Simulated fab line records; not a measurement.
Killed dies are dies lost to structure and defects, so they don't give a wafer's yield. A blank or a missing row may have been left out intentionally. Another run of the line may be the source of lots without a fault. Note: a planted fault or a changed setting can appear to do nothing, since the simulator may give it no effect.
Lot-split experiment :: flow n5-finfet :: 7 lots, 21 wafers read, on a route of 1938 steps

## SPLIT DETAILS
At N5_BEOL_M2_DESCUM_16 (chemistry O2, time 7 s), the setting time-s was moved away from the recipe's 7 s on 10 of the 21 wafers read, by -17.5% to +21.5%. This setting was run at the recipe's value on the other wafers.

Reading taken at the split's own step.

## THE READING
CAR-EUV_of_BEOL_M2_COAT_05.thk-nm (the simulator's own value, which no gauge read), in nm, at N5_BEOL_M2_DESCUM_16 (chemistry O2, time 7 s). The file does not state a usual value for it. Average 26.0 nm, standard deviation 0.11 nm, over the 11 wafers here run with the recipe.

wafer: L076.2
tool, chamber at the split: rie-diel-01, 3
time-s as run, s: 5.774
against the recipe: -17.5%
CAR-EUV_of_BEOL_M2_COAT_05.thk-nm, nm: 26.6
against lot-mates on the recipe: +0.6

wafer: L076.6
tool, chamber at the split: rie-diel-01, 3
time-s as run, s: 5.774
against the recipe: -17.5%
CAR-EUV_of_BEOL_M2_COAT_05.thk-nm, nm: 26.6
against lot-mates on the recipe: +0.6

wafer: L076.4
tool, chamber at the split: rie-diel-01, 2
time-s as run, s: 7
against the recipe: recipe
CAR-EUV_of_BEOL_M2_COAT_05.thk-nm, nm: 26
against lot-mates on the recipe: -

wafer: L083.1
tool, chamber at the split: rie-diel-05, 1
time-s as run, s: 6.262
against the recipe: -10.5%
CAR-EUV_of_BEOL_M2_COAT_05.thk-nm, nm: 26.4
against lot-mates on the recipe: +0.4

wafer: L083.4
tool, chamber at the split: rie-diel-05, 0
time-s as run, s: 7
against the recipe: recipe
CAR-EUV_of_BEOL_M2_COAT_05.thk-nm, nm: 26
against lot-mates on the recipe: -

wafer: L083.5
tool, chamber at the split: rie-diel-05, 3
time-s as run, s: 6.262
against the recipe: -10.5%
CAR-EUV_of_BEOL_M2_COAT_05.thk-nm, nm: 26.2
against lot-mates on the recipe: +0.2

wafer: L085.1
tool, chamber at the split: rie-diel-05, 0,3,2
time-s as run, s: 7
against the recipe: recipe
CAR-EUV_of_BEOL_M2_COAT_05.thk-nm, nm: 26.2
against lot-mates on the recipe: -

wafer: L085.5
tool, chamber at the split: rie-diel-05, 0,3,2
time-s as run, s: 7
against the recipe: recipe
CAR-EUV_of_BEOL_M2_COAT_05.thk-nm, nm: 26.2
against lot-mates on the recipe: -

wafer: L085.6
tool, chamber at the split: rie-diel-05, 0,3,2
time-s as run, s: 7
against the recipe: recipe
CAR-EUV_of_BEOL_M2_COAT_05.thk-nm, nm: 26.2
against lot-mates on the recipe: -

wafer: L086.2
tool, chamber at the split: rie-diel-01, 0
time-s as run, s: 5.832
against the recipe: -16.7%
CAR-EUV_of_BEOL_M2_COAT_05.thk-nm, nm: 26.8
against lot-mates on the recipe: +0.8

wafer: L086.3
tool, chamber at the split: rie-diel-01, 1
time-s as run, s: 5.832
against the recipe: -16.7%
CAR-EUV_of_BEOL_M2_COAT_05.thk-nm, nm: 26.6
against lot-mates on the recipe: +0.6

wafer: L086.6
tool, chamber at the split: rie-diel-01, 0
time-s as run, s: 7
against the recipe: recipe
CAR-EUV_of_BEOL_M2_COAT_05.thk-nm, nm: 26
against lot-mates on the recipe: -

wafer: L088.2
tool, chamber at the split: rie-diel-04, 0,2
time-s as run, s: 7
against the recipe: recipe
CAR-EUV_of_BEOL_M2_COAT_05.thk-nm, nm: 26
against lot-mates on the recipe: -

wafer: L088.3
tool, chamber at the split: rie-diel-04, 0,2
time-s as run, s: 7
against the recipe: recipe
CAR-EUV_of_BEOL_M2_COAT_05.thk-nm, nm: 26
against lot-mates on the recipe: -

wafer: L088.4
tool, chamber at the split: rie-diel-04, 3
time-s as run, s: 7.877
against the recipe: +12.5%
CAR-EUV_of_BEOL_M2_COAT_05.thk-nm, nm: 25.8
against lot-mates on the recipe: -0.2

wafer: L089.2
tool, chamber at the split: rie-diel-01, 0,3
time-s as run, s: 8.504
against the recipe: +21.5%
CAR-EUV_of_BEOL_M2_COAT_05.thk-nm, nm: 25.4
against lot-mates on the recipe: no lot-mate on the recipe

wafer: L089.4
tool, chamber at the split: rie-diel-01, 0,3
time-s as run, s: 8.504
against the recipe: +21.5%
CAR-EUV_of_BEOL_M2_COAT_05.thk-nm, nm: 25.4
against lot-mates on the recipe: no lot-mate on the recipe

wafer: L089.6
tool, chamber at the split: rie-diel-01, 1
time-s as run, s: 8.504
against the recipe: +21.5%
CAR-EUV_of_BEOL_M2_COAT_05.thk-nm, nm: 25.2
against lot-mates on the recipe: no lot-mate on the recipe

wafer: L096.1
tool, chamber at the split: rie-diel-01, 1
time-s as run, s: 7
against the recipe: recipe
CAR-EUV_of_BEOL_M2_COAT_05.thk-nm, nm: 25.8
against lot-mates on the recipe: -

wafer: L096.2
tool, chamber at the split: rie-diel-01, 2,1
time-s as run, s: 7
against the recipe: recipe
CAR-EUV_of_BEOL_M2_COAT_05.thk-nm, nm: 26
against lot-mates on the recipe: -

wafer: L096.6
tool, chamber at the split: rie-diel-01, 2,1
time-s as run, s: 7
against the recipe: recipe
CAR-EUV_of_BEOL_M2_COAT_05.thk-nm, nm: 26
against lot-mates on the recipe: -
The file does not say which wafer passed through which chamber wherever a row lists several chambers: such a row stands for several wafers.

THE FIT
A straight line over all 21 wafers: CAR-EUV_of_BEOL_M2_COAT_05.thk-nm changes by -0.0326 nm for each +1% of time-s; r = -0.96; the points scatter about the line by 0.12 nm.
The same after taking each lot's own level away (the mean of its wafers on the recipe; 18 wafers): -0.0331 nm for each +1%; r = -0.95; scatter 0.097 nm.
Per that fit: largest time-s move, reading shift of 0.71 nm.
Measured against the standard deviation above, the lots' own levels, which go from 25.93 to 26.20 nm, span 2.3 times it.
Hence the lot-to-lot level has little effect on the slope; both slopes agree.
Check: with one of the wafers moved furthest among these (-17.5%) left out of the fit, the line predicts +0.606 nm for it against its lot-mates. It came out at +0.6 nm against them.

## OTHER SPLITS APPLIED TO THESE WAFERS
Before the reading, these wafers also passed through other splits. Each is held against what the fit with the lots' levels taken away leaves over:
other split on the same wafers: N5_GATE_CUT_EXPOSE_10 dose-mj
wafers away from the commonest value: 8
r with CAR-EUV_of_BEOL_M2_COAT_05.thk-nm (lot level and that fit taken away): -0.36

other split on the same wafers: N5_GATE_CUT_CUT_ETCH_54 Cl2_flow_sccm
wafers away from the commonest value: 5
r with CAR-EUV_of_BEOL_M2_COAT_05.thk-nm (lot level and that fit taken away): -0.21

other split on the same wafers: N5_GATE_CUT_ALD_22 ald-cycles
wafers away from the commonest value: 6
r with CAR-EUV_of_BEOL_M2_COAT_05.thk-nm (lot level and that fit taken away): -0.32

other split on the same wafers: N5_MOL_CONTACT_COAG_ALD_133 ald-cycles
wafers away from the commonest value: 7
r with CAR-EUV_of_BEOL_M2_COAT_05.thk-nm (lot level and that fit taken away): -0.09

other split on the same wafers: N5_BEOL_M0_ETCH_128 source-w
wafers away from the commonest value: 7
r with CAR-EUV_of_BEOL_M2_COAT_05.thk-nm (lot level and that fit taken away): +0.14

other split on the same wafers: N5_BEOL_M1_ETCH_64 bias-w
wafers away from the commonest value: 9
r with CAR-EUV_of_BEOL_M2_COAT_05.thk-nm (lot level and that fit taken away): +0.39

## THE FILE'S OWN FIT
CAR-EUV_of_BEOL_M2_COAT_05.thk-nm changes by -0.0326 nm for each +1% of time-s, r = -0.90.
